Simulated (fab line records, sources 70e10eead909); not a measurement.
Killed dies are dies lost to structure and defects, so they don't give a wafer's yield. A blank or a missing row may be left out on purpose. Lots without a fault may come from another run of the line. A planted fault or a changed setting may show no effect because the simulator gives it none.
Which tool did it? | flow nand_harc | 13 lots, 39 wafers sampled, at 1 step of a route of 1302

WHAT THE GAUGES READ, wafer by wafer
NHARC_A_CHANNEL_HOLE_D1_INSPECT_40.
lot  | measured     | on                | raw_defect_count
L727 | day 8 14:37  | defect_inspect-01 | 89 93 90
L728 | day 9 00:43  | defect_inspect-01 | 28 50 19
L729 | day 9 17:52  | defect_inspect-01 | 44 59 34
L733 | day 11 05:22 | defect_inspect-01 | 75 108 108
L734 | day 11 19:35 | defect_inspect-02 | 95 72 104
L735 | day 12 06:47 | defect_inspect-02 | 58 86 48
L736 | day 12 13:23 | defect_inspect-01 | 38 48 36
L737 | day 13 04:13 | defect_inspect-02 | 46 38 43
L738 | day 13 06:13 | defect_inspect-01 | 114 116 112
L744 | day 15 19:59 | defect_inspect-02 | 106 129 149
L747 | day 17 07:26 | defect_inspect-02 | 50 55 71
L748 | day 17 16:59 | defect_inspect-01 | 48 48 32
L750 | day 18 14:46 | defect_inspect-02 | 51 51 53

WHICH TOOL RAN EACH LOT (tool, then ch and the chambers of the sampled wafers, then the start)
The record holds no process step before these readings.

WHAT THE TOOLS THEMSELVES READ (means of the sampled wafers that have a number; where no wafer has one, the mark that the record gives instead)
The record holds no such reading with a usual standard deviation.

THE ANSWER, worked out from the rows above alone
Rule: what is usual is taken from the lots themselves. Put in order of their means at a reading, lots are off if they are a third of the lots or fewer, leave a main group of 4 or more, and stand apart from it by a gap of 3 or more times the standard deviation of the main group's means; of several such gaps the widest counts. A main group whose means are all the same, to the digits that the tables above print for the reading, isn't used. A lot without any number at a reading at which 4 lots or more have one is off too. The other lots that the step has rows for count as sound. The gauges are gone through in route order, then the tools' own readings, and for those a lot's mean is taken as printed above. The first step at which some lot is off is used, and at that step the reading that is off furthest; a lot without a number counts as furthest.
No lot is off at any reading shown: from this, nothing can be told.

WHAT THE SIMULATOR HAD PUT IN
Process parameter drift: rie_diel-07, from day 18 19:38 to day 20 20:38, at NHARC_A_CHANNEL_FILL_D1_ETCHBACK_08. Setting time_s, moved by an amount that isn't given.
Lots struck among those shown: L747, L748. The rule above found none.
